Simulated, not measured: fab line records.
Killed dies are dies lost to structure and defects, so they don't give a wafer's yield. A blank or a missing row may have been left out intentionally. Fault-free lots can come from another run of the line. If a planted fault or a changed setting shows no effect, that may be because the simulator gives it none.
fab line records    flow nandHarc
record lots=6  wafers=18  lastDay=25
route steps=1159 shown P_STI@87
lots untouched by any fault: they come from a run of this same line in which no faults occurred
startH: hours from the record's first day to the start of the lot's first wafer shown    waitH: how many hours have passed since the lot's step before this one    " repeats the value in the row above    L1.1+2: one row covering several wafers at once    - either no value or no given start    * or withheld: withheld    < > ~ a bound
route shown NAME@n: a module of which the file shows steps, and the number in the route of the first    usual: average and standard deviation across the fault-free wafers    same: alike in all rows    chamber/n: place in a boat    sites: per-site readings    _std_site: how widely they spread, as a standard deviation    _edge_site: outer sites' mean less inner sites'    radiusMm: how far each site lies from the wafer's centre    mask NAME#n: copy n    behind: the most recent tool/chamber to have shaped the wafer    hold: reason for holding the lot/hours on hold/outcome of the hold    device: the transistor (n, p or np) that didn't switch    end of line: the route-end tests of the same wafers    a step with no rows: only its recipe    killed: dies that structure and defects cost at the first sort, which is not the same as the wafer's yield    map: per-die view of a wafer (x killed, . not killed, _ where there is no die)
set.NAME: the run value of the setting; set.NAME@STEP: its run value at that earlier step    model.NAME: the simulator's own value behind a step, which no gauge read
a table for each step, a row for each wafer; lots at some steps of the route
services: from which hour (startH, from the record's first day; less than 0 if before it) a tool's chamber was out of use, for how many hours, and why
## steps
# step NHARC_P_STI_DESCUM_14
# recipe timeS=3  o2FlowSccm=200  arFlowSccm=0  biasPowerW=0  chemistry=O2
# usual drypumpMotorCurrentA=5.7/0.53  oesProductAu=1.004/0.0082  rfVppV=57.9/0.87  showerheadPlenumPTorr=1.93/0.094  throttleValvePct=11.311/0.0098
lot.wafer  tool        chamber  startH  waitH  drypumpMotorCurrentA  oesProductAu  rfHoursCounterH  rfVppV  showerheadPlenumPTorr  throttleValvePct
L241.1     rieDiel-10  0        35.31   -      5.9                   1.021         1.1              56.6    1.81                   11.303
L241.4     "           1        "       "      6.8                   0.994         1.0              58.4    1.89                   11.306
L241.6     "           2        "       "      5.4                   1.008         -                56.7    1.80                   11.295
L246.4     rieDiel-09  3        65.39   -      5.0                   1.000         2.9              57.9    1.96                   11.316
L246.2     "           1        "       "      5.7                   0.997         2.9              57.9    1.87                   11.290
L246.5     "           2        "       "      5.4                   0.989         -                57.4    2.01                   11.318
L249.4     rieDiel-02  2        85.16   -      6.0                   1.014         7.0              57.4    1.82                   11.302
L249.2     "           3        "       "      5.4                   1.010         7.5              57.1    2.00                   11.324
L249.1     "           1        "       "      6.0                   0.991         7.1              57.9    1.96                   11.305
L250.4     rieDiel-10  2        89.86   -      5.4                   1.006         2.5              57.6    1.80                   11.314
L250.3     "           3        "       "      6.3                   0.987         2.9              58.9    2.06                   11.304
L250.2     "           0        "       "      5.9                   1.015         2.8              57.6    1.81                   11.313
L263.2     rieDiel-10  0        167.19  -      5.9                   1.006         5.5              59.4    1.81                   11.313
L263.5     "           2        "       "      5.4                   1.005         -                57.4    1.80                   11.323
L263.6     "           3        "       "      6.3                   1.009         -                59.0    2.06                   11.315
L264.2     rieDiel-09  0        173.28  -      5.3                   1.004         2.0              57.4    2.04                   11.305
L264.1     "           1        "       "      5.8                   1.003         2.1              56.7    1.87                   11.303
L264.4     "           2        "       "      5.4                   1.002         2.4              57.1    2.01                   11.302
# step NHARC_P_STI_ETCH_42
# recipe targetDepthA=800  overetchA=240  timeS=61  ionEnergyEv=200  n2FlowSccm=150  h2FlowSccm=150  arFlowSccm=0  rfW=400  biasW=150  chemistry=N2/H2
# usual drypumpMotorCurrentA=5.7/0.52  oesProductAu=1.004/0.0095  rfVppV=431.0/3  showerheadPlenumPTorr=2.06/0.1  throttleValvePct=14.172/0.0095
lot.wafer  tool        chamber  startH  waitH  drypumpMotorCurrentA  oesProductAu  rfHoursCounterH  rfVppV  showerheadPlenumPTorr  throttleValvePct
L241.4     rieDiel-10  1        35.40   0.1    6.8                   1.000         1.1              429.7   2.02                   14.185
L241.1     "           3        "       "      6.3                   0.995         1.2              435.8   2.20                   14.175
L241.6     "           1        "       "      6.8                   0.997         -                429.0   2.02                   14.183
L246.2     rieDiel-09  1        65.48   0.1    5.8                   1.006         2.9              429.3   1.99                   14.176
L246.4     "           2        "       "      5.4                   1.010         3.1              433.0   2.14                   14.164
L246.5     "           3        "       "      5.0                   1.012         -                432.8   2.09                   14.176
L249.4     rieDiel-02  2        85.24   0.1    6.0                   1.021         7.1              426.8   1.94                   14.181
L249.2     "           0        "       "      5.2                   1.024         7.6              434.1   2.15                   14.165
L249.1     "           1        "       "      6.1                   0.997         7.1              431.8   2.09                   14.174
L250.3     rieDiel-10  1        89.94   0.1    6.8                   1.000         2.8              430.7   2.02                   14.170
L250.4     "           3        "       "      6.3                   0.996         2.9              435.2   2.20                   14.182
L250.2     "           0        "       "      5.9                   1.005         2.8              426.3   1.92                   14.160
L263.2     rieDiel-10  3        167.27  0.1    6.2                   0.998         5.5              434.1   2.20                   14.158
L263.5     "           0        "       "      5.9                   1.013         -                427.9   1.92                   14.148
L263.6     "           1        "       "      6.8                   1.011         -                430.6   2.01                   14.169
L264.4     rieDiel-09  3        173.37  0.1    5.0                   0.993         2.4              430.7   2.09                   14.163
L264.2     "           0        "       "      5.3                   0.995         2.0              432.8   2.18                   14.173
L264.1     "           1        "       "      5.8                   0.983         2.1              428.5   1.99                   14.159
# step NHARC_P_STI_ETCH_31
# recipe targetDepthA=1089  timeS=54.5  cf4FlowSccm=100  chf3FlowSccm=30  arFlowSccm=0  rfW=500  biasW=200  chemistry=CF4/CHF3
# usual drypumpMotorCurrentA=5.7/0.53  oesProductAu=0.966/0.015  rfVppV=370.9/2.6  showerheadPlenumPTorr=1.58/0.072  throttleValvePct=16.803/0.0089
lot.wafer  tool        chamber  startH  waitH  drypumpMotorCurrentA  oesProductAu  rfHoursCounterH  rfVppV  showerheadPlenumPTorr  throttleValvePct
L241.1     rieDiel-10  1        -       -      6.7                   0.941         1.1              369.6   1.56                   16.799
L241.4     "           3        "       "      6.2                   0.929         1.2              374.7   1.68                   16.797
L241.6     "           2        "       "      5.4                   0.932         -                368.3   1.49                   16.796
L246.2     rieDiel-09  0        -       -      5.3                   0.974         2.7              372.9   1.67                   16.804
L246.4     "           2        "       "      5.3                   0.964         3.1              373.6   1.65                   16.799
L246.5     "           0        "       "      5.3                   0.976         -                374.0   1.67                   16.811
L249.4     rieDiel-02  2        -       -      6.0                   0.965         7.1              368.2   1.50                   16.825
L249.1     "           3        "       "      5.4                   0.961         7.5              372.5   1.64                   16.810
L249.2     "           1        "       "      6.1                   0.946         7.2              372.7   1.61                   16.805
L250.2     rieDiel-10  1        -       -      6.8                   0.949         2.9              371.6   1.56                   16.797
L250.3     "           2        "       "      5.5                   0.942         2.6              367.4   1.49                   16.810
L250.4     "           0        "       "      5.9                   0.960         2.8              368.8   1.49                   16.803
L263.2     rieDiel-10  0        -       -      5.9                   0.981         5.6              367.3   1.49                   16.804
L263.6     "           3        "       "      6.2                   0.964         -                373.0   1.68                   16.812
L263.5     "           0        "       "      5.9                   0.989         -                366.2   1.49                   16.774
L264.1     rieDiel-09  3        -       -      5.0                   0.959         2.5              371.0   1.61                   16.821
L264.2     "           1        "       "      5.7                   0.968         2.2              369.5   1.54                   16.807
L264.4     "           2        "       "      5.3                   0.975         2.4              373.1   1.64                   16.809
# step NHARC_P_STI_ETCH_15
# recipe targetDepthA=3000  taperDeg=4  timeS=100.1  hbrFlowSccm=150  cl2FlowSccm=50  rfW=400  icpW=400  biasW=100  chemistry=HBr/Cl2
# usual drypumpMotorCurrentA=5.7/0.32  oesProductAu=1.000/0.011  throttleValvePct=26.406/0.0086
lot.wafer  tool      chamber  startH  waitH  drypumpMotorCurrentA  oesProductAu  rfHoursCounterH  throttleValvePct
L241.4     rieSi-05  2        35.59   -      5.7                   1.007         1.1              26.404
L241.1     "         3        "       "      5.8                   0.993         1.1              26.409
L241.6     "         2        "       "      5.6                   1.002         -                26.405
L246.2     rieSi-02  0        65.69   -      5.7                   0.988         0.2              26.408
L246.4     "         1        "       "      5.4                   0.987         0.1              26.407
L246.5     "         2        "       "      6.2                   0.989         -                26.423
L249.1     rieSi-02  0        85.45   -      5.7                   0.990         0.3              26.416
L249.2     "         1        "       "      5.4                   0.992         0.3              26.420
L249.4     "         2        "       "      6.2                   0.997         0.3              26.412
L250.3     rieSi-05  1        90.13   -      5.9                   0.989         0.1              26.399
L250.2     "         3        "       "      5.8                   1.002         0.1              26.408
L250.4     "         0        "       "      5.5                   1.003         0.1              26.406
L263.2     rieSi-05  3        167.45  -      5.8                   0.975         0.8              26.405
L263.5     "         3        "       "      5.8                   0.979         -                26.393
L263.6     "         0        "       "      5.5                   1.005         -                26.397
L264.1     rieSi-01  2        173.55  -      5.1                   1.014         0.2              26.395
L264.2     "         0        "       "      5.3                   1.011         0.3              26.421
L264.4     "         1        "       "      6.3                   1.028         0.3              26.405
# step NHARC_P_STI_CD_MEAS_16
# usual cdNm=199.4/2.6
lot.wafer  tool      chamber  startH  waitH  cdNm
L241.1     cdSem-01  -        35.75   -      196.1
L241.4     "         -        "       "      200.6
L241.6     "         -        "       "      197.4
L246.2     cdSem-01  -        65.82   -      199.9
L246.4     "         -        "       "      195.2
L246.5     "         -        "       "      195.9
L249.1     cdSem-02  -        85.60   -      197.3
L249.2     "         -        "       "      198.5
L249.4     "         -        "       "      193.8
L250.2     cdSem-02  -        90.29   -      197.9
L250.3     "         -        "       "      201.9
L250.4     "         -        "       "      199.5
L263.2     cdSem-03  -        167.61  -      200.8
L263.5     "         -        "       "      199.1
L263.6     "         -        "       "      197.0
L264.1     cdSem-02  -        173.71  -      197.4
L264.2     "         -        "       "      196.1
L264.4     "         -        "       "      201.8
# step NHARC_P_STI_OCD_MEAS_17
# usual trenchDepthNm=301/4.7  trenchFootCdNm=158.1/2.6
lot.wafer  tool    chamber  startH  waitH  trenchDepthNm  trenchFootCdNm
L241.1     ocd-01  -        35.84   0.1    298            156.6
L241.4     "       -        "       "      305            158.3
L241.6     "       -        "       "      303            155.8
L246.2     ocd-02  -        65.91   0.1    295            160.7
L246.4     "       -        "       "      296            155.2
L246.5     "       -        "       "      299            154.7
L249.1     ocd-01  -        85.69   0.1    294            157.6
L249.2     "       -        "       "      298            158.3
L249.4     "       -        "       "      298            155.2
L250.2     ocd-02  -        90.38   0.1    300            155.3
L250.3     "       -        "       "      296            161.8
L250.4     "       -        "       "      301            158.7
L263.2     ocd-01  -        167.70  0.1    294            159.7
L263.5     "       -        "       "      292            158.6
L263.6     "       -        "       "      304            154.7
L264.1     ocd-01  -        173.80  0.1    307            155.9
L264.2     "       -        "       "      305            155.4
L264.4     "       -        "       "      312            157.8
# step NHARC_P_STI_STRIP_19
# recipe timeS=900  tempC=130  chemistry=SPM
# step NHARC_P_STI_PRECLEAN_32
# recipe timeS=*  tempC=50  bathAgeMin=0  chemistry=SC1
# step NHARC_P_STI_SRD_23
# step NHARC_P_STI_OCD_MEAS_43
# usual trenchDepthNm=300/4.7  trenchFootCdNm=158.2/2.6
lot.wafer  tool    chamber  startH  waitH  trenchDepthNm  trenchFootCdNm
L241.1     ocd-02  -        36.35   -      298            156.9
L241.4     "       -        "       "      303            158.3
L241.6     "       -        "       "      304            156.4
L246.2     ocd-01  -        66.51   -      295            160.1
L246.4     "       -        "       "      296            155.3
L246.5     "       -        "       "      299            154.8
L249.1     ocd-02  -        86.19   -      294            158.4
L249.2     "       -        "       "      297            157.9
L249.4     "       -        "       "      298            155.6
L250.2     ocd-02  -        90.92   -      300            156.1
L250.3     "       -        "       "      295            161.8
L250.4     "       -        "       "      301            158.5
L263.2     ocd-02  -        168.20  -      293            160.0
L263.5     "       -        "       "      292            158.5
L263.6     "       -        "       "      304            155.0
L264.1     ocd-02  -        174.31  -      306            155.9
L264.2     "       -        "       "      305            155.2
L264.4     "       -        "       "      313            158.0
# step NHARC_P_STI_OXIDE_33
# recipe targetThkA=100  tempC=1000  oxTimeS=281  material=SiO2
# step NHARC_P_STI_HDPCVD_20
# recipe targetThkA=withheld  sigmaOpenFrac=withheld  material=SiO2
# step NHARC_P_STI_ANNEAL_34
# recipe tempC=1000  timeS=1800
# usual runLengthS=1831/5.6  spikeTcCentreC=1000.7/1  spikeTcUpperC=999.0/1.2  tube_center_temp_C_max=1002.6/0.43
lot.wafer  tool        chamber  startH  waitH  runLengthS  spikeTcCentreC  spikeTcUpperC  tube_center_temp_C_max
L241.1     furnace-01  0        47.74   3.6    1835        1002.3          997.0          1003.0
L241.4     "           0        "       "      1835        1002.1          997.0          1002.2
L241.6     "           0        "       "      1835        1002.4          996.8          1002.3
L246.2     furnace-07  0        78.69   4.2    1828        999.5           999.3          1002.2
L246.4     "           0        "       "      1828        999.9           998.8          1002.5
L246.5     "           0        "       "      1828        999.7           1000.1         1003.8
L249.1     furnace-07  0        100.54  4.1    1468        1000.3          999.2          1002.6
L249.2     "           0        "       "      1468        1000.7          997.4          1001.9
L249.4     "           0        "       "      1468        999.4           998.6          1002.9
L250.2     furnace-07  0        100.54  3.6    1474        1001.2          998.3          1002.5
L250.3     "           0        "       "      1474        1000.4          1000.2         1003.4
L250.4     "           0        "       "      1474        1003.2          999.4          1002.8
L263.2     furnace-01  0        183.34  6.6    1846        1001.3          998.0          1002.4
L263.5     "           0        "       "      1846        1001.8          996.5          1002.2
L263.6     "           0        "       "      1846        1002.4          997.5          1002.8
L264.1     furnace-05  0        188.74  4.9    1825        1001.3          1000.2         1001.9
L264.2     "           0        "       "      1825        1000.7          999.3          1002.5
L264.4     "           0        "       "      1825        999.1           1000.0         1003.7
# step NHARC_P_STI_CMP_21
# recipe tOverpolishS=20  targetThkNm=380.67
# usual motorCurrentA=12.0/0.93  overpolishRunS=20.000/0.0091  slurryFilterDpKPa=13.51/0.13
lot.wafer  tool    chamber  startH  waitH  motorCurrentA  overpolishRunS  slurryFilterDpKPa
L241.1     cmp-04  0        52.63   0.4    13.0           20.003          13.54
L241.4     "       2        "       "      11.9           19.998          13.53
L241.6     "       3        "       "      12.5           20.004          13.69
L246.2     cmp-03  1        83.58   0.4    13.3           20.004          13.86
L246.4     "       2        "       "      12.5           19.999          13.67
L246.5     "       1        "       "      12.7           19.995          13.77
L249.1     cmp-02  1        105.43  0.4    11.0           19.995          13.44
L249.2     "       3        "       "      11.7           20.013          13.40
L249.4     "       0        "       "      11.9           19.989          13.62
L250.4     cmp-02  1        105.61  0.6    11.0           19.988          13.71
L250.3     "       2        "       "      14.2           20.010          13.67
L250.2     "       3        "       "      10.9           19.992          13.53
L263.2     cmp-03  3        188.18  0.4    10.3           19.989          13.47
L263.5     "       3        "       "      11.6           19.998          13.37
L263.6     "       0        "       "      10.8           19.997          13.52
L264.4     cmp-04  3        193.64  0.4    12.2           19.998          13.37
L264.1     "       0        "       "      12.1           19.990          13.66
L264.2     "       1        "       "      12.8           19.986          13.61
## services
tool        chamber  startH  hours  kind
rieDiel-09  0        15.61   1.5    repair
cmp-03      -        22.03   1.5    repair
rieDiel-10  2        22.78   2.8    repair
cmp-04      -        25.40   3.0    repair
cmp-02      -        28.47   1.4    repair
cmp-02      -        30.69   4.0    pm
rieSi-02    -        34.00   9.0    pm
rieSi-02    -        45.24   0.3    repair
rieDiel-09  1        47.89   5.7    repair
cmp-03      -        58.00   4.0    pm
rieSi-05    -        62.00   9.0    pm
rieDiel-09  -        77.10   9.0    pm
cmp-04      -        84.44   0.3    repair
cmp-04      -        105.01  4.0    pm
cmp-03      -        105.12  1.9    repair
cmp-04      -        110.39  1.1    repair
rieDiel-10  3        114.94  6.0    repair
cmp-02      -        128.69  4.0    pm
rieDiel-02  3        132.41  13.4   repair
rieSi-05    -        144.65  0.4    repair
rieDiel-09  0        148.73  1.2    repair
rieDiel-02  -        150.70  9.0    pm
rieDiel-10  -        176.50  9.0    pm
rieDiel-02  1        178.30  9.9    repair
## key
firstSign step=NHARC_P_STI_ANNEAL_34  reading=runLengthS  direction=down  sigmas=64  usual=*  struck=*
effect none on later readings
metAt NHARC_P_STI_ANNEAL_34
struckWafers L249.1,L249.2,L249.4,L250.2,L250.3,L250.4
testerLeftOut L249,L250
loopTrim step=NHARC_P_STI_EXPOSE_06  setting=dose  lots=L250
onsetBetween 78.69 100.54
fault kind=processParameterDrift  tool=furnace-07  chamber=-  onsetH=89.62  steps=NHARC_P_STI_ANNEAL_34  channel=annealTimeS  offset=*  shape=step  endH=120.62  actsIn=*  stated=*
# testerLeftOut: of these lots the tester's yield and bins aren't shown, on N5 and GAA mostly nor the transistor test; their killed dies are dies lost to structure and defects alone, not to doping, threshold or leakage, so they don't give the yield
# loopTrim: a control loop set the setting to another value than it would have without faults
